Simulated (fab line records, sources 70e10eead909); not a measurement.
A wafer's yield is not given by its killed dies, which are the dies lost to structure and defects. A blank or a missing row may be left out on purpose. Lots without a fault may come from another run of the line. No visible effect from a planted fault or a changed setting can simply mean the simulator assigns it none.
Matching of chambers + flow nand-harc + NHARC_P_M0_CMP_23 on cmp-03: 4 sister chambers
The step polishes, t overpolish 20 s, target thk 117.54 nm. 4 wafers are shown with their chamber, then 9 later ones without.

## EACH WAFER AND ITS CHAMBER
| wafer  | chamber | motor-current-A (A) |
|--------|---------|---------------------|
| L085.1 | 2       | 12.8                |
| L087.3 | 1       | 12.5                |
| L087.5 | 0       | 12.9                |
| L087.6 | 3       | 11.3                |

## WAFERS WHOSE CHAMBER IS MISSING
| wafer  | motor-current-A (A) |
|--------|---------------------|
| L089.2 | 12.9                |
| L089.4 | 12.8                |
| L089.6 | 12.2                |
| L090.1 | 13.0                |
| L090.4 | 12.5                |
| L090.6 | 12.7                |
| L096.2 | 12.2                |
| L096.5 | 10.7                |
| L096.6 | 12.2                |

## EACH ONE'S CHAMBER
| wafer  | from the rows above          | in truth |
|--------|------------------------------|----------|
| L089.2 | can't be placed: 0 or 2 or 1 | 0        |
| L089.4 | can't be placed: 2 or 0 or 1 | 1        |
| L089.6 | can't be placed: 1 or 2 or 0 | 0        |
| L090.1 | can't be placed: 0 or 2 or 1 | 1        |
| L090.4 | can't be placed: 1 or 2 or 0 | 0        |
| L090.6 | can't be placed: 2 or 1 or 0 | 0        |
| L096.2 | can't be placed: 1 or 2 or 0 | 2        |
| L096.5 | 3                            | 3        |
| L096.6 | can't be placed: 1 or 2 or 0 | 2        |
1 of 9 placed correctly. Cannot be placed on the basis of these rows: 8; the candidates contain the true chamber in 8. Placed wrongly: 0.
How it was worked out, from the rows above alone: a wafer's distance from a chamber is the root of the sum, over the readings, of the square of ((its reading less the chamber's mean) divided by the reading's scatter). If the next closest chamber is less than 2 further off than the closest, the wafer can't be placed; otherwise it belongs to the closest. Each chamber's mean is taken over the wafers shown for it. The scatter: root of mean squared gap, hidden wafer to nearest shown wafer, with one shown wafer a chamber.
